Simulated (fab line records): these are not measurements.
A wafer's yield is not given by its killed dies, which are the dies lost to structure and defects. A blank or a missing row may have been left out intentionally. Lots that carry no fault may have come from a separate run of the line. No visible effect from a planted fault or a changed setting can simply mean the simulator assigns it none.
fab line records ; flow nandHarc
[record] lots = 5; wafers = 15; lastDay = 33
route steps=1302 shown P_GATE@185 END@1302
lots with no fault: from the same line, run without faults
startH: the number of hours between the record's first day and the start of the first shown wafer of the lot ; waitH: hours elapsed since this lot's preceding step ; " repeats the value in the row above ; L1.1+2: a single row standing in for several wafers ; - no value, or no start was given ; * or withheld: withheld ; < > ~ a bound
route shown NAME@n: NAME is a module with steps in the file, n the number in the route of the first one ; usual: the fault-free wafers' mean and standard deviation ; same: alike in all rows ; chamber/n: place in a boat ; sites: readings site by site ; _std_site: standard deviation of those values ; _edge_site: outer sites' mean less inner sites' ; radiusMm: how far each site lies from the wafer's centre ; mask NAME#n: copy n ; behind: tool/chamber where the wafer was last shaped ; hold: what put the lot on hold/how long, in hours/how the hold closed ; device: names the non-switching transistor (n, p or np) ; end of line: tests run on the same wafers once the route is complete ; where a step has no rows: the recipe by itself ; killed: dies lost to structure and defects at the first sort, not the wafer's yield ; map: a wafer's dies, marking killed ones x, the rest . and places with no die _
set.NAME: the run value of the setting; set.NAME@STEP: its run value at that earlier step ; model.NAME: the simulator's own value behind a step, which no gauge read
lots at some steps of the route; a table a step, a row a wafer
services: the hour from which a tool's chamber was out of use, counted from the record's first day as startH (under 0 if before that day), plus the number of hours and why
[[steps]]
[step NHARC_P_GATE_CD_MEAS_59]
[recipe] targetCdNm = 720; landingEnergyEv = 500
[usual] cdNm = 721/3.7
lot.wafer;tool;chamber;startH;waitH;cdNm
L587.2;cdSem-02;0;134.27;-;726
L587.5;cdSem-02;0;134.27;-;725
L587.6;cdSem-02;0;134.27;-;726
L603.1;cdSem-03;0;287.48;-;722
L603.2;cdSem-03;0;287.48;-;723
L603.3;cdSem-03;0;287.48;-;723
L604.2;cdSem-03;0;305.45;-;718
L604.3;cdSem-03;0;305.45;-;720
L604.6;cdSem-03;0;305.45;-;717
L605.2;cdSem-02;0;306.12;-;711
L605.3;cdSem-02;0;306.12;-;718
L605.6;cdSem-02;0;306.12;-;719
L606.2;cdSem-02;0;316.12;-;717
L606.4;cdSem-02;0;316.12;-;712
L606.6;cdSem-02;0;316.12;-;717
[step NHARC_P_GATE_HARDBAKE_60]
[recipe] tempC = 125; timeS = 80
[step NHARC_P_GATE_DESCUM_61]
[recipe] timeS = 3; o2FlowSccm = 200; arFlowSccm = 0; biasPowerW = 0; chemistry = O2
[usual] drypumpMotorCurrentA = 5.7/0.53; oesProductAu = 0.999/0.015; rfVppV = 58.0/0.88; showerheadPlenumPTorr = 2.00/0.07; throttleValvePct = 11.311/0.0092
lot.wafer;tool;chamber;startH;waitH;drypumpMotorCurrentA;oesProductAu;rfHoursCounterH;rfVppV;showerheadPlenumPTorr;throttleValvePct
L587.2;rieDiel-11;2;134.46;-;6.6;0.988;1.2;58.1;1.88;11.319
L587.6;rieDiel-11;0;134.46;-;5.6;0.979;-;58.5;1.93;11.323
L587.5;rieDiel-11;1;134.46;-;4.9;1.004;-;58.7;1.98;11.315
L603.1;rieDiel-04;2;287.68;-;5.8;1.006;5.8;58.7;2.03;11.311
L603.3;rieDiel-04;3;287.68;-;6.3;1.003;6.2;57.5;2.03;11.313
L603.2;rieDiel-04;0;287.68;-;5.4;1.007;6.8;56.8;2.06;11.309
L604.3;rieDiel-04;3;305.61;-;6.3;0.993;7.8;58.7;2.03;11.314
L604.2;rieDiel-04;1;305.61;-;4.7;0.976;7.5;56.6;2.05;11.315
L604.6;rieDiel-04;3;305.61;-;6.3;1.000;-;57.2;2.03;11.300
L605.2;rieDiel-11;3;306.28;-;5.5;1.016;2.5;59.0;2.04;11.321
L605.3;rieDiel-11;1;306.28;-;4.9;0.994;3.3;58.9;1.98;11.301
L605.6;rieDiel-11;0;306.28;-;5.6;1.022;-;56.9;1.93;11.306
L606.2;rieDiel-11;1;316.28;-;4.9;0.999;3.4;59.7;1.98;11.317
L606.4;rieDiel-11;2;316.28;-;6.6;0.985;2.8;58.6;1.87;11.330
L606.6;rieDiel-11;2;316.28;-;6.6;0.987;-;59.2;1.87;11.306
[step NHARC_P_GATE_IMPLANT_62]
[recipe] energyKev = 20; doseCm2 = 3e+15; tiltDeg = 7
[step NHARC_P_GATE_STRIP_112]
[recipe] powerW = 1500; tempC = 110; timeS = 200; chemistry = N2/H2
[usual] drypumpMotorCurrentA = 6.0/0.36; heaterPowerW = 85/6
lot.wafer;tool;chamber;startH;waitH;drypumpMotorCurrentA;heaterPowerW;rfHoursCounterH
L587.2;plasmaAsher-02;0;135.21;0.2;6.4;85;9
L587.6;plasmaAsher-02;0;135.21;0.2;6.5;87;-
L587.5;plasmaAsher-02;1;135.21;0.2;5.5;73;-
L603.2;plasmaAsher-01;0;288.04;0.2;6.2;90;23
L603.1;plasmaAsher-01;1;288.04;0.2;5.7;91;23
L603.3;plasmaAsher-01;0;288.04;0.2;6.2;89;-
L604.2;plasmaAsher-01;0;305.97;0.2;6.2;88;27
L604.3;plasmaAsher-01;1;305.97;0.2;5.7;89;-
L604.6;plasmaAsher-01;1;305.97;0.2;5.7;88;-
L605.2;plasmaAsher-02;1;306.69;0.2;5.5;75;11
L605.3;plasmaAsher-02;0;306.69;0.2;6.5;86;-
L605.6;plasmaAsher-02;0;306.69;0.2;6.4;90;-
L606.2;plasmaAsher-02;1;316.81;0.2;5.6;74;13
L606.4;plasmaAsher-02;1;316.81;0.2;5.6;75;-
L606.6;plasmaAsher-02;1;316.81;0.2;5.6;74;-
[step NHARC_P_GATE_STRIP_76]
[recipe] powerW = 1500; tempC = 250; chemistry = O2
[usual] drypumpMotorCurrentA = 6.0/0.35; heaterPowerW = 320/22
lot.wafer;tool;chamber;startH;waitH;drypumpMotorCurrentA;heaterPowerW;rfHoursCounterH
L587.2;plasmaAsher-02;0;135.46;0.2;6.4;322;9
L587.6;plasmaAsher-02;0;135.46;0.2;6.4;329;-
L587.5;plasmaAsher-02;1;135.46;0.2;5.6;276;-
L603.2;plasmaAsher-01;0;288.30;0.2;6.2;327;24
L603.1;plasmaAsher-01;1;288.30;0.2;5.7;331;24
L603.3;plasmaAsher-01;0;288.30;0.2;6.2;327;-
L604.2;plasmaAsher-01;0;306.23;0.2;6.2;345;27
L604.3;plasmaAsher-01;1;306.23;0.2;5.7;330;-
L604.6;plasmaAsher-01;1;306.23;0.2;5.7;325;-
L605.2;plasmaAsher-02;1;306.92;0.2;5.5;278;11
L605.3;plasmaAsher-02;0;306.92;0.2;6.4;332;-
L605.6;plasmaAsher-02;0;306.92;0.2;6.4;335;-
L606.2;plasmaAsher-02;1;317.07;0.2;5.6;276;13
L606.4;plasmaAsher-02;1;317.07;0.2;5.5;277;-
L606.6;plasmaAsher-02;1;317.07;0.2;5.6;285;-
[step NHARC_P_GATE_STRIP_63]
[recipe] timeS = 900; tempC = 130; chemistry = SPM
[step NHARC_P_GATE_DEHYDRATE_83]
[recipe] tempC = 150; timeS = 120
[step NHARC_P_GATE_HMDS_84]
[recipe] timeS = 30
[step NHARC_P_GATE_COAT_85]
[recipe] spinRpm = 3000
[step NHARC_P_GATE_SOFTBAKE_86]
[recipe] tempC = 122; timeS = 95
[step NHARC_P_GATE_EBR_87]
[step NHARC_P_GATE_EXPOSE_88]
[recipe] na = 0.6; targetCdNm = 2000; doseMj = 11.87; maskId = P_HVN
[usual] exposureDoseMJCm2 = 11.867/0.013
lot.wafer;tool;chamber;startH;waitH;mask;exposureDoseMJCm2
L587.2;krfScanner-02;0;136.23;-;P_HVN_R1#0;11.855
L587.5;krfScanner-02;0;136.23;-;P_HVN_R1#0;11.862
L587.6;krfScanner-02;0;136.23;-;P_HVN_R1#0;11.856
L603.1;krfScanner-03;0;289.06;-;P_HVN#0;11.858
L603.2;krfScanner-03;0;289.06;-;P_HVN#0;11.857
L603.3;krfScanner-03;0;289.06;-;P_HVN#0;11.855
L604.2;krfScanner-02;0;307.00;-;P_HVN#0;11.857
L604.3;krfScanner-02;0;307.00;-;P_HVN#0;11.862
L604.6;krfScanner-02;0;307.00;-;P_HVN#0;11.865
L605.2;krfScanner-03;0;307.68;-;P_HVN#0;11.880
L605.3;krfScanner-03;0;307.68;-;P_HVN#0;11.905
L605.6;krfScanner-03;0;307.68;-;P_HVN#0;11.891
L606.2;krfScanner-02;0;317.84;-;P_HVN#0;11.845
L606.4;krfScanner-02;0;317.84;-;P_HVN#0;11.868
L606.6;krfScanner-02;0;317.84;-;P_HVN#0;11.861
[step NHARC_P_GATE_PEB_89]
[recipe] pebTempC = 118; pebTimeS = 85
[step NHARC_P_GATE_DEVELOP_90]
[recipe] timeS = 70
[step NHARC_P_GATE_CD_MEAS_91]
[recipe] targetCdNm = 2000; landingEnergyEv = 500
[usual] cdNm = 2001.0/2.4
lot.wafer;tool;chamber;startH;waitH;cdNm
L587.2;cdSem-03;0;136.39;-;1967.9
L587.5;cdSem-03;0;136.39;-;1969.4
L587.6;cdSem-03;0;136.39;-;1971.5
L603.1;cdSem-01;0;289.22;-;1999.5
L603.2;cdSem-01;0;289.22;-;2004.0
L603.3;cdSem-01;0;289.22;-;2003.2
L604.2;cdSem-01;0;307.16;-;1997.4
L604.3;cdSem-01;0;307.16;-;2000.3
L604.6;cdSem-01;0;307.16;-;1998.9
L605.2;cdSem-03;0;307.84;-;2001.8
L605.3;cdSem-03;0;307.84;-;2002.3
L605.6;cdSem-03;0;307.84;-;2001.2
L606.2;cdSem-03;0;317.99;-;2003.2
L606.4;cdSem-03;0;317.99;-;1997.9
L606.6;cdSem-03;0;317.99;-;2005.4
[step NHARC_P_GATE_HARDBAKE_92]
[recipe] tempC = 125; timeS = 80
[step NHARC_P_GATE_DESCUM_93]
[recipe] timeS = 3; o2FlowSccm = 200; arFlowSccm = 0; biasPowerW = 0; chemistry = O2
[usual] drypumpMotorCurrentA = 5.6/0.57; oesProductAu = 1.001/0.015; rfVppV = 58.2/0.82; showerheadPlenumPTorr = 2.00/0.068; throttleValvePct = 11.311/0.0077
lot.wafer;tool;chamber;startH;waitH;drypumpMotorCurrentA;oesProductAu;rfHoursCounterH;rfVppV;showerheadPlenumPTorr;throttleValvePct;model.P_GATE.cdNm
L587.2;rieDiel-04;2;136.55;-;5.8;1.021;7.9;58.8;2.03;11.306;1969
L587.5;rieDiel-04;1;136.55;-;4.7;1.004;-;58.1;2.05;11.311;1969
L587.6;rieDiel-04;2;136.55;-;5.8;1.029;-;57.9;2.03;11.312;1972
L603.3;rieDiel-11;3;289.38;-;5.5;1.023;1.8;59.7;2.04;11.316;2003
L603.1;rieDiel-11;0;289.38;-;5.6;1.009;1.3;57.2;1.93;11.298;1999
L603.2;rieDiel-11;1;289.38;-;4.9;1.002;2.4;58.7;1.98;11.321;2004
L604.3;rieDiel-03;3;307.32;-;5.7;0.978;0.3;57.0;2.05;11.316;1999
L604.2;rieDiel-03;2;307.32;-;5.5;0.993;0.2;57.4;1.99;11.300;1997
L604.6;rieDiel-03;0;307.32;-;5.2;1.014;-;59.0;2.02;11.310;1999
L605.2;rieDiel-11;2;307.99;-;6.6;0.985;2.8;56.8;1.87;11.311;2001
L605.3;rieDiel-11;1;307.99;-;4.9;1.000;3.4;57.9;1.98;11.317;2002
L605.6;rieDiel-11;2;307.99;-;6.6;0.986;-;57.5;1.87;11.302;2001
L606.4;rieDiel-11;0;318.16;-;5.6;0.999;2.1;58.2;1.93;11.299;1997
L606.2;rieDiel-11;1;318.16;-;4.9;1.000;3.4;58.4;1.98;11.312;2002
L606.6;rieDiel-11;3;318.16;-;5.5;1.010;-;58.0;2.04;11.307;2006
[step NHARC_P_GATE_IMPLANT_94]
[recipe] energyKev = 60; doseCm2 = 2e+15; tiltDeg = 7
[step NHARC_END_SORT_01]
[recipe] tempC = 25
[usual] killedAtArray = 64/20; killedAtOther = 0.7/1.1; killedAtPeriphery = 3.6/2.7; killedDies = 68/20; killedOpen = 2.8/1.9; killedShort = 2.3/1.5
[same] grossDies = 677
lot.wafer;tool;chamber;startH;waitH;killedAtArray;killedAtOther;killedAtPeriphery;killedDies;killedOpen;killedShort
L603.1;prober-02;0;746.01;2.5;79;0;13;92;5;1
L603.2;prober-02;0;746.82;2.8;63;1;6;70;2;5
L603.3;prober-02;0;747.62;3.1;55;1;5;61;1;2
L604.2;prober-01;0;762.95;2.8;59;1;4;64;3;2
L604.3;prober-01;0;763.76;3.1;54;1;5;60;3;2
L604.6;prober-01;0;766.18;4.0;53;0;4;57;1;2
L605.2;prober-02;0;768.62;2.8;50;0;2;52;3;0
L605.3;prober-02;0;769.42;3.1;50;0;5;55;2;3
L605.6;prober-02;0;771.81;4.0;60;0;4;64;1;4
L606.2;prober-02;0;785.72;2.8;46;0;2;48;1;1
L606.4;prober-02;0;787.33;3.4;41;0;6;47;2;4
L606.6;prober-02;0;788.94;4.0;49;0;3;52;3;3
// killed by level:class
L603.1 A_SLIT:chamberFilmFlake=40 A_CHANNEL_HOLE_D1:chamberFilmFlake=19 A_STAIRCASE:chamberFilmFlake=7 P_GATE:chamberFilmFlake=5 A_CONTACT:chamberFilmFlake=4 P_ZERO_WELL:chamberFilmFlake=3 P_M1:chamberFilmFlake=3 A_CHANNEL_FILL_D2:chamberFilmFlake=2
L603.2 A_SLIT:chamberFilmFlake=28 A_CHANNEL_HOLE_D1:chamberFilmFlake=14 A_STAIRCASE:chamberFilmFlake=10 A_CONTACT:chamberFilmFlake=4 P_ZERO_WELL:chamberFilmFlake=3 P_GATE:chamberFilmFlake=2 P_CONTACT:geometricParticle:short=1 A_ONON_D1:geometricParticle:short=1
L603.3 A_SLIT:chamberFilmFlake=27 A_CHANNEL_HOLE_D1:chamberFilmFlake=10 A_STAIRCASE:chamberFilmFlake=8 P_GATE:chamberFilmFlake=4 A_CONTACT:chamberFilmFlake=4 A_CHANNEL_FILL_D2:geometricParticle:short=1 A_BLC:geometricParticle:open=1 A_M0:geometricParticle:short=1
L604.2 A_SLIT:chamberFilmFlake=28 A_CHANNEL_HOLE_D1:chamberFilmFlake=15 A_CONTACT:chamberFilmFlake=6 A_STAIRCASE:chamberFilmFlake=4 P_GATE:chamberFilmFlake=3 A_ONON_D2:geometricParticle:short=1 A_ONON_D2:geometricParticle:open=1 A_CHANNEL_FILL_D2:geometricParticle:open=1
L604.3 A_SLIT:chamberFilmFlake=29 A_CHANNEL_HOLE_D1:chamberFilmFlake=15 A_STAIRCASE:chamberFilmFlake=4 P_M0:chamberFilmFlake=3 P_GATE:geometricParticle:open=1 A_ONON_D1:geometricParticle:open=1 A_WL_FILL:geometricParticle:short=1 A_CONTACT:geometricParticle:short=1
L604.6 A_SLIT:chamberFilmFlake=29 A_CHANNEL_HOLE_D1:chamberFilmFlake=12 A_CONTACT:chamberFilmFlake=6 P_M0:chamberFilmFlake=3 A_CHANNEL_FILL_D2:geometricParticle:short=2 A_ONON_D2:geometricParticle:open=1 P_STI:chamberFilmFlake=1 A_CHANNEL_FILL_D1:chamberFilmFlake=1
L605.2 A_CHANNEL_HOLE_D2:chamberFilmFlake=27 A_CHANNEL_HOLE_D1:chamberFilmFlake=10 A_SLIT:chamberFilmFlake=4 A_CHANNEL_FILL_D2:chamberFilmFlake=3 A_ONON_D2:geometricParticle:open=2 A_CONTACT:chamberFilmFlake=2 A_ONON_D1:geometricParticle:open=1 P_STI:chamberFilmFlake=1
L605.3 A_CHANNEL_HOLE_D2:chamberFilmFlake=26 A_CHANNEL_HOLE_D1:chamberFilmFlake=7 A_SLIT:chamberFilmFlake=6 P_GATE:chamberFilmFlake=4 A_CONTACT:chamberFilmFlake=4 A_STAIRCASE:chamberFilmFlake=2 P_CONTACT:geometricParticle:open=1 A_ONON_D1:geometricParticle:short=1
L605.6 A_CHANNEL_HOLE_D2:chamberFilmFlake=26 A_CHANNEL_HOLE_D1:chamberFilmFlake=18 A_SLIT:chamberFilmFlake=8 A_CONTACT:chamberFilmFlake=4 P_GATE:geometricParticle:short=2 A_STAIRCASE:chamberFilmFlake=2 P_M1:geometricParticle:open=1 A_ONON_D2:geometricParticle:short=1
L606.2 A_CHANNEL_HOLE_D1:chamberFilmFlake=15 A_SLIT:chamberFilmFlake=12 A_STAIRCASE:chamberFilmFlake=8 A_CONTACT:chamberFilmFlake=8 A_DECK1_JOINT:chamberFilmFlake=2 P_M0:geometricParticle:open=1 A_M0:geometricParticle:short=1 P_ZERO_WELL:chamberFilmFlake=1
L606.4 A_CHANNEL_HOLE_D1:chamberFilmFlake=14 A_STAIRCASE:chamberFilmFlake=8 A_SLIT:chamberFilmFlake=8 P_ZERO_WELL:chamberFilmFlake=5 A_CONTACT:chamberFilmFlake=4 A_CHANNEL_FILL_D2:geometricParticle:open=2 A_CHANNEL_HOLE_D2:chamberFilmFlake=2 P_GATE:geometricParticle:short=1
L606.6 A_CHANNEL_HOLE_D1:chamberFilmFlake=19 A_SLIT:chamberFilmFlake=8 A_CONTACT:chamberFilmFlake=6 A_STAIRCASE:chamberFilmFlake=6 A_WL_FILL:geometricParticle:short=2 P_ZERO_WELL:chamberFilmFlake=2 A_WL_FILL:chamberFilmFlake=2 A_CHANNEL_FILL_D1:geometricParticle:open=1
[[services]]
tool;chamber;startH;hours;kind
rieDiel-11;0;112.00;-;clean
rieDiel-03;2;118.04;1.7;repair
krfScanner-03;-;119.39;0.9;repair
rieDiel-04;1;123.77;11.1;repair
rieDiel-04;1;144.64;26.8;repair
rieDiel-11;3;152.50;3.1;repair
plasmaAsher-01;-;165.08;9.0;pm
rieDiel-11;-;167.54;1.1;repair
rieDiel-04;-;177.90;9.0;pm
rieDiel-11;1;179.31;1.3;repair
rieDiel-03;-;185.57;0.5;repair
rieDiel-03;1;190.94;9.7;repair
krfScanner-03;-;224.00;4.0;pm
rieDiel-04;-;227.89;0.5;repair
rieDiel-11;3;240.03;13.1;repair
plasmaAsher-02;-;249.19;9.0;pm
rieDiel-11;0;249.90;33.1;repair
plasmaAsher-01;-;255.46;1.1;repair
rieDiel-11;-;255.50;9.0;pm
krfScanner-02;-;257.24;0.4;repair
krfScanner-02;-;266.00;4.0;pm
rieDiel-03;-;281.30;9.0;pm
krfScanner-02;-;283.32;0.4;repair
krfScanner-02;-;291.04;0.5;repair
[[key]]
[firstSign] step = NHARC_P_GATE_EXPOSE_88; reading = mask; direction = changed
[effect] step = NHARC_P_GATE_CD_MEAS_91; reading = cdNm; direction = down; sigmas = 13; usual = 2001.0; struck = 1969.6
[modelEffect] step = NHARC_P_GATE_DESCUM_93; value = P_GATE.cdNm; without = 2000; struck = 1970
metAt NHARC_P_GATE_EXPOSE_88
struckWafers L587.2,L587.5,L587.6
testerLeftOut L587
[fault] kind = wrongMask; tool = any; chamber = -; onsetH = 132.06; steps = NHARC_P_GATE_EXPOSE_88; auxCopy = P_HVN_R1#0; cdOffsetNm = -30.213; scope = struckLotsOnly
// testerLeftOut: of these lots the tester's yield and bins aren't shown, on N5 and GAA mostly nor the transistor test; their killed dies are dies lost to structure and defects alone, not to doping, threshold or leakage, so they don't give the yield
